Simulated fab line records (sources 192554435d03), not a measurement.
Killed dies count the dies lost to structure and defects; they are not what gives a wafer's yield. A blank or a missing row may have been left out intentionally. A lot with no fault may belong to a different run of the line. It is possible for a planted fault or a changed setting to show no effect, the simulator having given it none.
8D (eight disciplines) problem report, filled in by code + flow n5 finfet + the parts of the form that need people (team, actions taken, sign-off) are left out

## 1. PROBLEM STATEMENT
At N5_BEOL_M2_TRENCH_ETCH_37, bias w averages 198.9 W over 6 wafers from 2 lots, while fault-free wafers read 185.0 W, standard deviation 0.61. Relative to the usual mean, that is a shift of +23 standard deviations.
The step: etches SiOC in C4F6/O2, target depth 55.555 nm, time 29.2 s.
Seen first at day 7 10:08 on rie diel-01, wafer L575.3. Wafers with a number at this step in the record: 23, from 9 lots. The rule behind "out" and "out of limits": a value lying over 4 standard deviations away from the usual mean. Any other wafer with a number is counted as sound.

## 2. WHAT THIS IS AND IS NOT
| question                    | is                     | is not                                                                                      |
|-----------------------------|------------------------|---------------------------------------------------------------------------------------------|
| which readings at this step | bias w                 | drypump motor current A, oes_ar_750_au, throttle valve pct                                  |
| which lots                  | L575, L578             | L573, L576, L586, L588, L593, L594, L595                                                    |
| which wafers of those lots  | all that have a number | -                                                                                           |
| read on which tools         | rie diel-01            | rie diel-02, rie diel-05                                                                    |
| when                        | from day 7 10:08       | up to then (5 sound wafers); but 12 sound wafers of L586, L588, L593, L594, L595 came after |

## 3. SUSPECTS, AND WHAT RULES EACH OUT
Counting: a tool stays on the suspect list if, at a process step up to the reading, it processed all lots that are out and no sound lot following the first of them.
- rie diel-01 at N5_BEOL_M2_ETCH_70 (etches SOC in N2/H2, target depth 80 nm, overetch 24 nm, time 130 s): ruled out as a lasting fault. Sound lots L588, L593, L594, L595 ran on it after its first lot that is out, L575 (day 7 09:56).
- rie diel-01 at N5_BEOL_M2_TRENCH_ETCH_37 (etches SiOC in C4F6/O2, target depth 55.555 nm, time 29.2 s): ruled out as a lasting fault. Sound lots L588, L593, L594, L595 ran on it after its first lot that is out, L575 (day 7 10:08).
Left after counting: nothing in the record.

## 4. THE CAUSE (what the simulator had put in)
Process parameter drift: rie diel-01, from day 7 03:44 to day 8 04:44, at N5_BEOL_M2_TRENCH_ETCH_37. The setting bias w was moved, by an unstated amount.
Counting ruled it out, wrongly.

## 5. SEQUENCE OF EFFECTS, ordered by route
One row per reading whose mean, taken over the struck wafers that have a number, lies over 3 standard deviations from the usual. Readings are gone through only where the record gives a usual standard deviation; hours: the median, over the lots, of the time from a lot's start at the first step in this table giving one to that lot's start at this step; sigmas: the change measured in usual standard deviations.
| hours | step                      | reading  | usual   | on struck wafers | change | sigmas |
|-------|---------------------------|----------|---------|------------------|--------|--------|
| 0     | N5_BEOL_M2_TRENCH_ETCH_37 | bias w   | 185.0 W | 198.9            | +13.9  | +23    |
| 0     | N5_BEOL_M2_TRENCH_ETCH_37 | rf vpp V | 674 V   | 714              | +40    | +3.4   |
The process steps in it:
- N5_BEOL_M2_TRENCH_ETCH_37: etches SiOC in C4F6/O2, target depth 55.555 nm, time 29.2 s.
Later measuring or inspecting steps at which every struck wafer that the step has a row for has a number for every such reading, and none has moved that far: N5_BEOL_M4_RC_MEAS_101.

## 6. WHAT WOULD HAVE CAUGHT IT SOONER
6 hours passed between the start of the fault at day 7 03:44 and the first reading out of limits in this record, taken at day 7 10:08.
